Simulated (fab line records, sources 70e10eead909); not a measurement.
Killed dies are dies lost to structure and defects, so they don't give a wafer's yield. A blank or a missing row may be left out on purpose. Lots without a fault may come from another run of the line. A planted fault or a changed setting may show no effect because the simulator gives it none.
fab line records | flow nand_harc
record lots=24 wafers=72 last_day=29
route steps=1159 shown P_GATE@157 P_CONTACT@249 P_M0@267 P_M2@329
lots that met no fault: from a run of the same line without faults
start_h: hours from the record's first day to the start of the lot's first wafer shown | wait_h: hours since the lot's step before | " the same as in the row above | L1.1+2: a row that stands for several wafers | - no value, or no start given | * or withheld: withheld | < > ~ a bound
route shown NAME@n: a module of which the file shows steps, and the number in the route of the first | usual: mean/standard deviation of fault-free wafers | same: alike in all rows | chamber/n: place in a boat | sites: the reading at each site | _std_site: their standard deviation | _edge_site: outer sites' mean less inner sites' | radius_mm: how far each site lies from the wafer's centre | mask NAME#n: copy n | behind: the tool/chamber that last shaped the wafer | hold: why the lot was held/for how many hours/how that ended | device: the transistor (n, p or np) that didn't switch | end of line: the same wafers' tests at the end of the route | a step without rows: its recipe alone | killed: dies lost to structure and defects at the first sort, not the wafer's yield | map: a wafer's dies, x killed, . not, _ none there
set.NAME: the setting as run; set.NAME@STEP: as run at that earlier step | model.NAME: the simulator's own value behind a step, which no gauge read
steps of the route over a sample of lots; a table a step, a row a wafer
services: from which hour (start_h, from the record's first day; less than 0 if before it) a tool's chamber was out of use, for how many hours, and why
## steps
# step NHARC_P_GATE_STRIP_101
# recipe time_s=20 o2_flow_sccm=500 ar_flow_sccm=0 bias_w=0 chemistry=O2
# usual drypump_motor_current_A=5.8/0.6 oes_product_au=0.998/0.0098 rf_vpp_V=57.9/0.91 showerhead_plenum_p_Torr=3.58/0.14 throttle_valve_pct=17.036/0.0089
# columns lot.wafer tool chamber start_h wait_h drypump_motor_current_A oes_product_au rf_hours_counter_h rf_vpp_V showerhead_plenum_p_Torr throttle_valve_pct
L077.4 rie_diel-06 1 158.95 0.1 5.0 0.982 20 59.2 3.76 17.032
L077.1 " 3 " " 5.8 0.995 19 57.9 3.70 17.049
L077.6 " 1 " " 5.0 0.982 - 57.9 3.76 17.036
L075.2 rie_diel-06 3 159.08 0.1 5.9 1.008 19 58.9 3.70 17.033
L075.1 " 0 " " 6.7 1.008 19 55.6 3.61 17.046
L075.5 " 3 " " 5.9 1.010 - 57.0 3.70 17.043
L076.2 rie_diel-05 2 160.52 0.2 6.4 1.004 69 58.3 3.69 17.040
L076.1 " 3 " " 5.5 0.989 61 57.8 3.42 17.038
L076.6 " 0 " " 5.3 0.993 - 58.5 3.57 17.037
L074.1 rie_diel-04 1 165.53 0.4 5.4 0.997 10 58.4 3.61 17.037
L074.5 " 3 " " 5.1 1.004 - 58.2 3.80 17.037
L074.6 " 0 " " 6.4 1.000 - 57.9 3.43 17.046
L078.3 rie_diel-04 0 165.65 0.2 6.4 1.000 9 57.9 3.43 17.026
L078.1 " 2 " " 6.5 0.987 12 57.6 3.60 17.055
L078.6 " 1 " " 5.4 0.987 - 58.1 3.61 17.046
L081.2 rie_diel-04 1 171.68 0.1 5.4 0.988 12 58.3 3.61 17.034
L081.3 " 2 " " 6.4 0.993 13 58.6 3.60 17.049
L081.6 " 0 " " 6.4 1.002 - 57.7 3.43 17.038
L080.4 rie_diel-04 1 173.02 0.1 5.4 1.002 12 57.7 3.61 17.051
L080.5 " 0 " " 6.4 0.994 - 58.9 3.43 17.032
L080.6 " 1 " " 5.4 1.005 - 59.1 3.61 17.054
L079.4 rie_diel-04 0 173.55 0.1 6.4 1.007 11 57.9 3.43 17.045
L079.5 " 0 " " 6.4 1.003 - 58.7 3.43 17.037
L079.6 " 1 " " 5.4 0.982 - 57.1 3.61 17.028
L082.2 rie_diel-06 0 177.93 0.1 6.7 0.997 23 58.1 3.61 17.043
L082.1 " 2 " " 5.3 1.021 25 57.4 3.35 17.028
L082.5 " 1 " " 5.0 0.983 - 57.2 3.76 17.035
L083.3 rie_diel-05 0 179.38 0.1 5.3 0.994 2 59.4 3.57 17.026
L083.2 " 1 " " 6.1 0.998 2 56.7 3.49 17.041
L083.5 " 3 " " 5.5 0.992 - 57.3 3.41 17.028
L084.4 rie_diel-06 2 180.07 0.3 5.3 1.015 25 56.7 3.35 17.038
L084.2 " 0 " " 6.7 0.998 23 58.8 3.61 17.028
L084.5 " 1 " " 5.0 0.982 - 58.6 3.76 17.048
L086.1 rie_diel-05 0 184.21 0.1 5.3 1.009 2 57.2 3.57 17.042
L086.3 " 2 " " 6.5 0.995 2 58.0 3.69 17.038
L086.5 " 0 " " 5.3 1.002 - 57.3 3.57 17.049
L085.1 rie_diel-06 3 185.70 0.1 5.9 0.991 24 58.3 3.69 17.037
L085.2 " 0 " " 6.7 1.002 25 56.2 3.61 17.042
L085.6 " 2 " " 5.3 1.008 - 58.5 3.35 17.028
L087.1 rie_diel-04 2 186.22 0.1 6.5 1.004 17 57.7 3.60 17.022
L087.2 " 0 " " 6.4 1.000 14 58.6 3.42 17.028
L087.6 " 2 " " 6.4 1.005 - 57.5 3.60 17.051
L088.2 rie_diel-05 1 190.44 0.1 6.1 0.996 3 57.2 3.48 17.022
L088.1 " 2 " " 6.5 0.995 3 59.4 3.69 17.034
L088.4 " 0 " " 5.3 0.992 3 58.6 3.57 17.033
L089.4 rie_diel-06 0 194.23 0.1 6.7 1.008 26 57.0 3.61 17.050
L089.2 " 1 " " 5.0 0.983 27 57.1 3.76 17.029
L089.5 " 2 " " 5.3 1.014 - 57.9 3.35 17.031
L090.2 rie_diel-06 1 194.68 0.1 5.0 0.973 27 58.0 3.76 17.045
L090.1 " 2 " " 5.3 1.015 28 56.9 3.35 17.042
L090.6 " 0 " " 6.7 1.003 - 58.4 3.61 17.042
L092.1 rie_diel-06 2 201.70 0.1 5.3 1.010 28 57.0 3.35 17.032
L092.2 " 3 " " 5.9 0.990 26 58.8 3.69 17.050
L092.6 " 1 " " 5.0 0.978 - 58.0 3.76 17.033
L091.4 rie_diel-04 0 201.87 0.1 6.4 1.000 19 56.5 3.42 17.033
L091.5 " 3 " " 5.1 1.003 - 58.7 3.80 17.027
L091.6 " 0 " " 6.4 1.000 - 58.6 3.42 17.042
L093.2 rie_diel-04 2 213.19 0.1 6.4 1.011 25 57.7 3.59 17.039
L093.1 " 3 " " 5.1 0.989 24 58.3 3.79 17.055
L093.6 " 2 " " 6.5 1.007 - 58.7 3.59 17.036
L094.3 rie_diel-06 1 218.70 0.1 5.0 0.985 29 57.7 3.76 17.026
L094.1 " 3 " " 5.9 0.999 28 58.5 3.69 17.032
L094.6 " 1 " " 5.0 0.987 - 59.8 3.76 17.038
L095.4 rie_diel-06 0 218.85 0.1 6.7 0.992 28 56.3 3.61 17.019
L095.2 " 1 " " 5.0 0.981 29 57.9 3.76 17.028
L095.5 " 1 " " 5.0 0.978 - 58.0 3.75 17.042
L097.1 rie_diel-05 3 231.85 0.1 5.5 0.991 13 57.4 3.41 17.016
L097.2 " 0 " " 5.3 1.003 12 57.8 3.56 17.031
L097.6 " 3 " " 5.5 1.000 - 58.3 3.41 17.041
L096.4 rie_diel-04 0 232.49 0.1 6.4 1.008 26 58.2 3.42 17.021
L096.1 " 1 " " 5.4 1.001 28 57.1 3.60 17.040
L096.5 " 0 " " 6.5 1.000 - 57.9 3.42 17.019
# step NHARC_P_GATE_STRIP_75
# recipe power_w=1500 temp_c=250 chemistry=O2
# usual drypump_motor_current_A=5.7/0.32 heater_power_w=322/28
# columns lot.wafer tool chamber start_h wait_h drypump_motor_current_A heater_power_w rf_hours_counter_h
L077.1 plasma_asher-02 1 160.69 0.2 6.1 317 41
L077.4 " 1 " " 6.2 317 -
L077.6 " 0 " " 5.8 374 -
L075.1 plasma_asher-01 0 160.87 0.3 5.3 330 19
L075.2 " 1 " " 5.6 290 19
L075.5 " 0 " " 5.3 340 -
L076.2 plasma_asher-01 0 162.53 0.3 5.3 325 20
L076.1 " 1 " " 5.6 293 20
L076.6 " 1 " " 5.6 287 -
L074.1 plasma_asher-02 0 167.29 0.3 5.8 377 44
L074.6 " 0 " " 5.8 380 -
L074.5 " 1 " " 6.1 327 -
L078.1 plasma_asher-01 1 167.52 0.3 5.6 284 23
L078.3 " 0 " " 5.3 331 -
L078.6 " 1 " " 5.6 293 -
L081.2 plasma_asher-02 0 173.33 0.2 5.8 371 47
L081.3 " 0 " " 5.8 373 -
L081.6 " 1 " " 6.2 321 -
L080.4 plasma_asher-01 1 174.80 0.2 5.6 289 -
L080.6 " 1 " " 5.6 289 -
L080.5 " 0 " " 5.3 330 -
L079.4 plasma_asher-02 0 175.33 0.2 5.8 389 -
L079.5 " 0 " " 5.8 364 -
L079.6 " 1 " " 6.1 316 -
L082.1 plasma_asher-01 1 179.58 0.3 5.6 295 29
L082.2 " 0 " " 5.3 326 29
L082.5 " 0 " " 5.3 328 -
L083.2 plasma_asher-01 0 181.16 0.2 5.3 332 29
L083.3 " 1 " " 5.6 299 -
L083.5 " 0 " " 5.3 335 -
L084.2 plasma_asher-01 1 181.72 0.2 5.6 291 29
L084.4 " 1 " " 5.6 283 -
L084.5 " 0 " " 5.3 327 -
L086.1 plasma_asher-01 1 186.38 0.3 5.6 291 33
L086.3 " 1 " " 5.6 295 -
L086.5 " 0 " " 5.3 321 -
L085.1 plasma_asher-01 1 187.45 0.3 5.6 287 33
L085.2 " 0 " " 5.3 329 33
L085.6 " 0 " " 5.3 326 -
L087.1 plasma_asher-01 1 187.86 0.3 5.6 293 34
L087.2 " 0 " " 5.3 328 34
L087.6 " 1 " " 5.6 290 -
L088.2 plasma_asher-02 0 192.73 0.3 5.8 359 0
L088.1 " 1 " " 6.2 310 0
L088.4 " 0 " " 5.8 355 -
L089.2 plasma_asher-02 1 196.01 0.2 6.2 306 1
L089.4 " 0 " " 5.8 359 -
L089.5 " 1 " " 6.2 304 -
L090.2 plasma_asher-02 1 196.65 0.3 6.2 302 2
L090.1 " 0 " " 5.8 365 2
L090.6 " 0 " " 5.8 361 -
L092.2 plasma_asher-01 0 203.48 0.3 5.3 325 41
L092.1 " 1 " " 5.6 285 41
L092.6 " 0 " " 5.3 337 -
L091.4 plasma_asher-02 1 203.81 0.1 6.2 309 -
L091.5 " 0 " " 5.8 358 -
L091.6 " 1 " " 6.2 300 -
L093.2 plasma_asher-02 1 214.97 0.3 6.1 310 6
L093.1 " 0 " " 5.8 374 6
L093.6 " 1 " " 6.2 306 -
L094.1 plasma_asher-02 0 220.45 0.2 5.8 347 7
L094.3 " 1 " " 6.2 317 -
L094.6 " 0 " " 5.8 358 -
L095.2 plasma_asher-01 1 220.64 0.2 5.6 289 45
L095.4 " 1 " " 5.6 285 -
L095.5 " 1 " " 5.6 288 -
L097.2 plasma_asher-01 1 233.58 0.2 5.6 282 48
L097.1 " 0 " " 5.3 331 48
L097.6 " 1 " " 5.6 288 -
L096.1 plasma_asher-02 0 234.25 0.2 5.8 360 10
L096.4 " 1 " " 6.2 306 -
L096.5 " 1 " " 6.2 309 -
# step NHARC_P_CONTACT_CMP_24
# recipe t_overpolish_s=30 target_thk_nm=200
# usual motor_current_A=12.1/1.2 overpolish_run_s=30.000/0.0081 time_to_endpoint_s=40.6/2.6
# columns lot.wafer tool chamber start_h wait_h motor_current_A overpolish_run_s time_to_endpoint_s
L075.1 cmp-04 0 173.55 0.5 11.0 30.012 44.9
L075.2 " 2 " " 12.8 30.002 44.4
L075.5 " 0 " " 11.1 29.988 46.4
L077.1 cmp-01 2 174.12 0.6 11.1 30.008 41.5
L077.4 " 0 " " 11.9 29.998 41.9
L077.6 " 2 " " 11.2 30.000 43.9
L076.2 cmp-03 1 174.60 0.6 10.6 30.002 38.8
L076.1 " 0 " " 9.4 30.007 41.1
L076.6 " 1 " " 10.9 29.983 37.7
L074.1 cmp-01 3 177.84 0.6 13.4 30.007 41.3
L074.5 " 1 " " 12.2 30.000 40.4
L074.6 " 2 " " 11.3 30.005 41.1
L078.1 cmp-01 3 178.49 0.6 13.6 30.011 40.8
L078.3 " 0 " " 12.3 30.018 39.0
L078.6 " 0 " " 12.7 29.996 38.5
L081.3 cmp-03 0 187.50 0.4 10.0 29.986 43.1
L081.2 " 2 " " 11.5 29.993 38.5
L081.6 " 3 " " 14.7 30.001 40.5
L080.4 cmp-04 3 188.81 0.3 12.0 29.995 42.1
L080.5 " 1 " " 11.7 30.014 46.5
L080.6 " 2 " " 12.2 29.999 44.1
L079.4 cmp-01 2 188.93 0.4 10.4 29.998 39.6
L079.6 " 0 " " 12.0 29.992 37.8
L079.5 " 1 " " 13.2 29.994 40.1
L082.1 cmp-03 0 193.71 0.5 10.0 30.000 41.5
L082.2 " 3 " " 15.0 29.999 38.8
L082.5 " 1 " " 10.4 30.006 37.0
L083.3 cmp-04 0 195.44 0.4 11.0 30.013 46.3
L083.2 " 2 " " 13.0 29.991 41.2
L083.5 " 0 " " 12.2 30.004 42.8
L084.2 cmp-01 2 197.91 0.6 11.4 29.989 42.7
L084.4 " 3 " " 13.3 30.005 41.0
L084.5 " 2 " " 11.1 29.995 41.6
L086.1 cmp-01 0 199.21 0.5 12.0 30.004 39.6
L086.3 " 1 " " 12.5 30.000 40.8
L086.5 " 0 " " 12.1 30.006 41.6
L085.2 cmp-01 3 199.74 0.5 14.2 30.001 40.7
L085.1 " 1 " " 13.4 30.000 37.6
L085.6 " 3 " " 13.4 30.004 39.4
L087.2 cmp-04 3 200.67 0.5 12.1 30.010 44.5
L087.1 " 0 " " 11.6 29.999 45.0
L087.6 " 0 " " 11.8 29.997 46.4
L088.4 cmp-01 2 208.96 0.3 10.8 30.007 39.5
L088.2 " 3 " " 13.4 30.004 40.6
L088.1 " 0 " " 12.3 30.020 40.4
L089.2 cmp-03 3 212.27 0.6 15.1 30.004 41.8
L089.4 " 0 " " 8.9 30.004 44.4
L089.5 " 3 " " 14.7 29.994 42.3
L090.1 cmp-04 2 212.76 0.5 13.0 29.992 37.4
L090.2 " 3 " " 13.1 29.998 37.9
L090.6 " 3 " " 12.3 29.995 37.0
L092.1 cmp-04 1 216.14 0.5 12.1 30.002 40.1
L092.2 " 3 " " 11.9 29.983 39.2
L092.6 " 0 " " 11.0 30.001 37.5
L091.4 cmp-01 3 216.70 0.4 13.3 30.008 38.1
L091.5 " 2 " " 11.6 29.995 39.4
L091.6 " 3 " " 13.3 30.003 38.5
L093.1 cmp-03 2 225.56 0.5 11.4 29.991 42.8
L093.2 " 3 " " 15.1 30.004 42.5
L093.6 " 1 " " 10.0 30.004 42.6
L094.1 cmp-01 1 230.62 0.5 13.5 30.002 42.0
L094.3 " 2 " " 11.1 30.002 39.9
L094.6 " 1 " " 13.2 30.021 40.5
L095.4 cmp-04 0 231.01 0.4 11.3 29.994 38.6
L095.2 " 2 " " 12.8 30.007 39.1
L095.5 " 0 " " 11.3 29.990 36.0
L097.2 cmp-04 1 245.80 0.5 12.0 29.999 40.9
L097.1 " 2 " " 12.6 30.009 36.0
L097.6 " 2 " " 13.0 29.993 39.2
L096.4 cmp-01 1 246.35 0.4 13.3 29.982 38.5
L096.1 " 2 " " 11.8 30.001 40.2
L096.5 " 1 " " 13.6 30.014 37.9
# step NHARC_P_M0_ETCH_34
# recipe target_depth_a=400 overetch_a=120 time_s=43.94 ion_energy_ev=200 n2_flow_sccm=150 h2_flow_sccm=150 ar_flow_sccm=0 rf_w=400 bias_w=150 chemistry=N2/H2
# usual drypump_motor_current_A=5.7/0.57 oes_product_au=0.998/0.011 rf_fwd_power_W=395.5/1.9 rf_vpp_V=431.0/2.4 showerhead_plenum_p_Torr=2.06/0.084 throttle_valve_pct=14.171/0.008
# columns lot.wafer tool chamber start_h wait_h drypump_motor_current_A oes_product_au rf_fwd_power_W rf_hours_counter_h rf_vpp_V showerhead_plenum_p_Torr throttle_valve_pct
L075.2 rie_diel-03 2 175.34 0.1 6.8 0.994 391.6 9.5 433.3 2.16 14.164
L075.1 " 3 " " 5.0 0.999 391.5 6.7 427.0 1.94 14.170
L075.5 " 0 " " 4.7 1.008 393.0 - 434.3 2.17 14.162
L077.4 rie_diel-09 0 175.64 0.1 6.2 0.999 397.3 4.2 428.0 1.99 14.170
L077.1 " 2 " " 5.3 0.989 394.0 3.4 432.4 2.08 14.181
L077.6 " 0 " " 6.2 0.999 396.8 - 429.3 1.99 14.170
L076.2 rie_diel-03 3 176.21 0.1 5.1 0.996 395.9 6.8 426.5 1.94 14.166
L076.1 " 1 " " 6.2 1.001 395.3 9.6 428.0 1.96 14.168
L076.6 " 0 " " 4.7 1.000 397.2 - 433.9 2.17 14.168
L074.1 rie_diel-08 3 179.24 0.1 5.8 1.003 397.9 4.1 427.2 2.00 14.177
L074.5 " 3 " " 5.9 1.004 395.8 - 428.8 2.00 14.178
L074.6 " 0 " " 5.5 0.977 395.4 - 432.6 2.08 14.170
L078.1 rie_diel-08 2 180.15 0.1 5.9 1.006 393.7 4.1 429.6 1.98 14.176
L078.3 " 3 " " 5.9 1.019 398.4 4.1 428.0 2.00 14.171
L078.6 " 3 " " 5.9 1.006 398.4 - 430.5 2.00 14.171
L081.3 rie_diel-09 1 189.06 0.1 6.3 0.993 395.8 3.9 434.0 2.17 14.167
L081.2 " 3 " " 5.1 1.001 397.5 4.2 430.5 2.00 14.172
L081.6 " 1 " " 6.3 0.996 396.7 - 434.1 2.17 14.167
L080.5 rie_diel-08 2 190.47 0.1 5.8 1.001 394.1 - 430.1 1.97 14.181
L080.4 " 0 " " 5.5 0.991 397.3 - 430.3 2.08 14.175
L080.6 " 1 " " 5.4 0.997 397.4 - 434.1 2.16 14.167
L079.4 rie_diel-09 3 190.71 0.1 5.0 1.015 396.8 4.3 429.8 2.00 14.175
L079.5 " 2 " " 5.3 0.978 394.2 - 430.7 2.08 14.171
L079.6 " 3 " " 5.0 1.005 395.3 - 429.5 2.00 14.178
L082.2 rie_diel-08 3 195.28 0.1 5.8 1.014 397.9 4.5 428.4 2.00 14.198
L082.1 " 0 " " 5.5 0.988 395.3 3.5 431.3 2.08 14.168
L082.5 " 0 " " 5.5 0.987 397.1 - 431.5 2.08 14.163
L083.3 rie_diel-03 2 197.01 0.1 6.8 0.980 394.3 10.7 433.3 2.16 14.170
L083.2 " 1 " " 6.1 0.993 395.1 10.8 427.9 1.96 14.168
L083.5 " 3 " " 5.0 1.004 393.5 - 427.8 1.94 14.173
L084.4 rie_diel-08 0 199.42 0.1 5.5 1.001 393.2 3.7 431.6 2.08 14.166
L084.2 " 1 " " 5.4 1.000 395.0 4.6 433.4 2.16 14.175
L084.5 " 0 " " 5.5 0.985 394.8 - 431.4 2.08 14.171
L086.1 rie_diel-03 2 200.85 0.1 6.8 0.990 390.6 11.1 433.3 2.16 14.162
L086.3 " 3 " " 5.1 1.000 394.9 8.1 427.7 1.94 14.182
L086.5 " 2 " " 6.8 0.989 390.9 - 433.2 2.16 14.174
L085.2 rie_diel-08 3 201.20 0.1 5.8 1.021 398.3 4.7 429.4 2.00 14.175
L085.1 " 1 " " 5.4 1.006 395.8 4.8 434.2 2.16 14.172
L085.6 " 0 " " 5.5 0.991 396.3 - 431.6 2.08 14.164
L087.2 rie_diel-09 0 202.13 0.1 6.2 1.001 398.6 5.5 429.1 1.99 14.166
L087.1 " 2 " " 5.3 0.984 394.5 4.3 431.9 2.08 14.180
L087.6 " 3 " " 5.1 1.016 396.9 - 430.9 2.00 14.158
L088.1 rie_diel-08 3 210.53 0.1 5.8 1.014 397.0 5.4 429.3 2.00 14.162
L088.2 " 0 " " 5.5 0.983 395.5 4.4 432.3 2.08 14.172
L088.4 " 2 " " 5.8 1.004 394.9 6.4 429.9 1.97 14.178
L089.2 rie_diel-03 2 213.82 0.1 6.8 0.970 392.4 11.5 434.2 2.16 14.160
L089.4 " 0 " " 4.7 0.991 392.6 11.4 434.2 2.17 14.177
L089.5 " 2 " " 6.8 0.984 393.0 - 433.2 2.16 14.179
L090.1 rie_diel-09 1 214.33 0.1 6.3 0.981 394.2 5.8 435.8 2.17 14.165
L090.2 " 3 " " 5.0 1.003 397.1 6.4 428.4 2.00 14.173
L090.6 " 1 " " 6.3 0.992 393.4 - 433.3 2.17 14.173
L092.1 rie_diel-09 0 217.69 0.1 6.2 0.996 397.3 7.5 430.1 1.99 14.172
L092.2 " 2 " " 5.3 0.980 394.2 7.0 431.8 2.08 14.169
L092.6 " 0 " " 6.2 1.003 395.1 - 428.3 1.99 14.169
L091.4 rie_diel-09 2 218.28 0.1 5.3 0.978 395.4 7.1 432.1 2.08 14.174
L091.6 " 2 " " 5.3 0.983 394.8 - 432.3 2.08 14.186
L091.5 " 3 " " 5.1 1.001 399.9 - 429.4 2.00 14.170
L093.2 rie_diel-08 1 227.09 0.1 5.3 0.993 396.1 7.4 433.0 2.16 14.177
L093.1 " 0 " " 5.5 0.996 397.2 6.2 431.4 2.08 14.175
L093.6 " 1 " " 5.4 0.988 396.5 - 433.1 2.16 14.165
L094.1 rie_diel-03 2 232.20 0.1 6.8 0.993 394.3 0.7 433.9 2.16 14.162
L094.3 " 0 " " 4.7 1.009 396.3 0.5 432.5 2.17 14.179
L094.6 " 1 " " 6.2 1.011 396.4 - 428.5 1.96 14.180
L095.4 rie_diel-03 3 232.59 0.1 5.1 1.005 395.4 0.8 427.4 1.94 14.185
L095.2 " 1 " " 6.2 1.009 393.6 0.6 428.1 1.96 14.184
L095.5 " 2 " " 6.8 0.994 391.0 - 434.4 2.16 14.162
L097.1 rie_diel-08 2 247.26 0.1 5.9 1.004 394.5 10.3 429.2 1.97 14.182
L097.2 " 3 " " 5.9 1.006 396.6 9.0 429.0 2.00 14.168
L097.6 " 1 " " 5.3 0.998 397.0 - 431.4 2.16 14.169
L096.1 rie_diel-08 2 247.94 0.1 5.9 0.999 394.2 10.4 429.7 1.97 14.159
L096.4 " 0 " " 5.5 0.983 395.1 7.8 431.9 2.08 14.184
L096.5 " 2 " " 5.9 1.004 395.2 - 427.2 1.97 14.173
# step NHARC_P_M0_CMP_23
# recipe t_overpolish_s=20 target_thk_nm=117.53
# usual motor_current_A=11.9/1.7 time_to_endpoint_s=29.5/2.5
# columns lot.wafer tool chamber start_h wait_h motor_current_A time_to_endpoint_s
L075.2 cmp-02 1 177.30 - 10.7 27.3
L075.1 " 2 " " 12.8 29.3
L075.5 " 1 " " 10.9 32.6
L077.4 cmp-04 3 177.60 - 12.5 33.5
L077.1 " 0 " " 10.6 32.1
L077.6 " 3 " " 12.7 29.6
L076.1 cmp-04 2 178.20 - 13.2 32.0
L076.2 " 1 " " 11.7 35.1
L076.6 " 3 " " 12.5 31.6
L074.1 cmp-04 0 181.41 - 11.3 28.4
L074.6 " 2 " " 13.0 32.6
L074.5 " 3 " " 12.3 30.9
L078.1 cmp-04 3 182.23 - 12.0 28.9
L078.3 " 0 " " 11.8 31.1
L078.6 " 3 " " 12.1 27.1
L081.3 cmp-04 2 191.08 - 13.2 32.5
L081.2 " 0 " " 11.2 32.2
L081.6 " 3 " " 12.3 29.6
L080.4 cmp-03 3 192.44 - 14.9 29.7
L080.6 " 3 " " 14.5 33.1
L080.5 " 0 " " 9.5 33.8
L079.4 cmp-03 0 193.09 - 10.1 27.6
L079.6 " 3 " " 15.1 29.1
L079.5 " 0 " " 9.8 29.1
L082.1 cmp-03 2 197.43 - 11.2 29.9
L082.2 " 3 " " 15.6 29.1
L082.5 " 0 " " 9.1 32.1
L083.2 cmp-03 0 199.00 - 9.5 31.8
L083.3 " 1 " " 10.6 28.0
L083.5 " 3 " " 14.8 29.7
L084.4 cmp-03 1 201.39 - 10.9 25.6
L084.2 " 2 " " 11.4 27.8
L084.5 " 2 " " 10.7 28.8
L086.3 cmp-03 3 202.95 - 15.0 28.2
L086.1 " 0 " " 9.7 32.3
L086.5 " 3 " " 14.5 29.3
L085.1 cmp-03 1 203.58 - 10.4 28.6
L085.2 " 3 " " 14.8 26.5
L085.6 " 1 " " 10.5 25.8
L087.2 cmp-02 3 204.11 - 10.8 29.2
L087.1 " 1 " " 11.2 29.0
L087.6 " 0 " " 13.6 24.6
L088.4 cmp-02 1 212.50 - 10.3 32.4
L088.2 " 3 " " 11.4 31.1
L088.1 " 0 " " 13.8 26.2
L089.2 cmp-03 3 216.09 - 14.7 27.7
L089.4 " 1 " " 10.3 29.4
L089.5 " 2 " " 11.1 29.4
L090.1 cmp-02 3 216.41 - 10.6 27.2
L090.2 " 0 " " 14.0 22.5
L090.6 " 0 " " 13.7 25.9
L092.2 cmp-02 2 219.70 - 12.9 32.1
L092.1 " 3 " " 10.3 30.5
L092.6 " 0 " " 14.0 26.9
L091.4 cmp-04 0 220.21 - 11.6 29.2
L091.6 " 0 " " 11.5 29.4
L091.5 " 1 " " 12.1 27.3
L093.1 cmp-03 3 229.07 - 15.7 29.1
L093.2 " 0 " " 9.9 32.1
L093.6 " 2 " " 10.9 31.6
L094.1 cmp-03 2 234.13 - 11.2 29.9
L094.3 " 3 " " 15.1 28.5
L094.6 " 3 " " 15.4 28.4
L095.4 cmp-03 2 234.77 - 11.1 28.7
L095.2 " 3 " " 15.2 29.9
L095.5 " 1 " " 10.6 26.9
L097.2 cmp-03 0 249.26 - 9.9 30.7
L097.1 " 1 " " 10.6 29.7
L097.6 " 3 " " 14.5 31.2
L096.1 cmp-02 2 249.85 - 13.0 26.7
L096.4 " 3 " " 10.9 29.9
L096.5 " 2 " " 13.5 29.4
# step NHARC_P_M2_OVL_MEAS_10
# recipe pitch_nm=340
# usual overlay_x_nm=0.0/0.81 overlay_y_nm=0.0/1
# columns lot.wafer tool chamber start_h wait_h overlay_x_nm overlay_y_nm
L075.1 overlay-02 - 183.98 - 0.1 0.0
L075.2 " - " " 0.1 0.1
L075.5 " - " " -0.1 -0.2
L077.1 overlay-02 - 184.46 - 0.3 1.2
L077.4 " - " " -0.3 0.9
L077.6 " - " " 0.1 1.0
L076.1 overlay-02 - 185.60 - 0.9 -0.5
L076.2 " - " " 0.8 -1.3
L076.6 " - " " 0.2 -1.7
L074.1 overlay-02 - 187.35 - -1.3 -0.3
L074.5 " - " " -0.8 0.2
L074.6 " - " " -1.1 -0.7
L078.1 overlay-01 - 188.38 - 0.3 0.2
L078.3 " - " " 1.2 -0.6
L078.6 " - " " 0.3 0.0
L081.2 overlay-01 - 197.26 - 0.1 -0.6
L081.3 " - " " -0.4 -0.4
L081.6 " - " " 0.3 0.0
L080.4 overlay-01 - 199.09 - 0.0 0.7
L080.5 " - " " -0.2 0.6
L080.6 " - " " 0.3 1.6
L079.4 overlay-02 - 200.28 - -0.2 -1.2
L079.5 " - " " -0.1 -1.0
L079.6 " - " " 0.1 -1.4
L082.1 overlay-01 - 204.11 - -0.2 -1.9
L082.2 " - " " 0.0 -1.1
L082.5 " - " " 0.1 -1.1
L083.2 overlay-01 - 205.98 - 1.4 0.5
L083.3 " - " " 1.4 0.4
L083.5 " - " " 1.2 -0.1
L084.2 overlay-02 - 207.95 - -0.8 0.8
L084.4 " - " " -0.7 0.9
L084.5 " - " " -0.3 0.8
L086.1 overlay-02 - 209.66 - -1.1 -0.4
L086.3 " - " " -1.0 -0.7
L086.5 " - " " -0.7 -0.3
L085.1 overlay-02 - 210.94 - -1.3 0.2
L085.2 " - " " -1.1 0.6
L085.6 " - " " -1.2 0.2
L087.1 overlay-02 - 211.39 - 0.1 -1.1
L087.2 " - " " -0.7 -1.5
L087.6 " - " " -0.4 -1.2
L088.1 overlay-01 - 218.64 - 1.2 1.3
L088.2 " - " " 0.5 1.0
L088.4 " - " " 0.6 1.2
L089.2 overlay-02 - 222.18 - 0.8 -1.0
L089.4 " - " " 1.0 -1.1
L089.5 " - " " -0.1 -1.1
L090.1 overlay-02 - 222.69 - 0.0 -0.2
L090.2 " - " " -0.2 -0.2
L090.6 " - " " -0.6 -0.8
L092.1 overlay-01 - 225.67 - 0.4 2.0
L092.2 " - " " 0.4 2.2
L092.6 " - " " -0.2 1.8
L091.4 overlay-02 - 226.62 - 0.3 0.2
L091.5 " - " " 0.2 0.9
L091.6 " - " " -0.2 1.2
L093.1 overlay-01 - 235.01 - 1.7 2.6
L093.2 " - " " 1.7 2.1
L093.6 " - " " 1.9 2.1
L094.1 overlay-01 - 240.24 - -0.6 -0.4
L094.3 " - " " -0.9 -0.3
L094.6 " - " " -0.5 0.1
L095.2 overlay-01 - 241.17 - -0.7 0.2
L095.4 " - " " -1.5 0.7
L095.5 " - " " -1.0 0.9
L097.1 overlay-01 - 255.84 - 0.9 -1.3
L097.2 " - " " 1.2 -0.7
L097.6 " - " " 0.3 -0.1
L096.1 overlay-02 - 255.99 - -0.4 -1.0
L096.4 " - " " -0.5 -0.9
L096.5 " - " " -0.6 -0.9
## services
# columns tool chamber start_h hours kind
cmp-03 - 139.12 2.2 repair
cmp-01 - 143.51 2.5 repair
rie_diel-09 3 144.54 2.2 repair
rie_diel-06 0 148.36 2.1 repair
rie_diel-03 3 154.00 21.3 repair
cmp-02 - 155.27 0.4 repair
cmp-03 - 156.00 4.0 pm
cmp-03 - 160.00 - consumable_replace:conditioner
cmp-03 - 163.08 0.5 repair
rie_diel-05 - 163.60 9.0 pm
rie_diel-06 - 168.29 2.1 repair
rie_diel-08 0 169.05 7.6 repair
cmp-01 - 179.50 4.0 pm
rie_diel-08 3 187.23 4.9 repair
cmp-04 - 197.70 0.6 repair
cmp-04 - 203.14 4.0 pm
cmp-03 - 205.52 5.8 repair
rie_diel-05 0 209.18 6.5 repair
rie_diel-03 - 215.30 9.0 pm
rie_diel-04 2 221.36 3.4 repair
cmp-03 - 224.99 0.2 repair
cmp-02 - 226.52 4.0 pm
cmp-02 - 235.04 2.3 repair
rie_diel-06 - 241.58 9.0 pm
## key
fault none
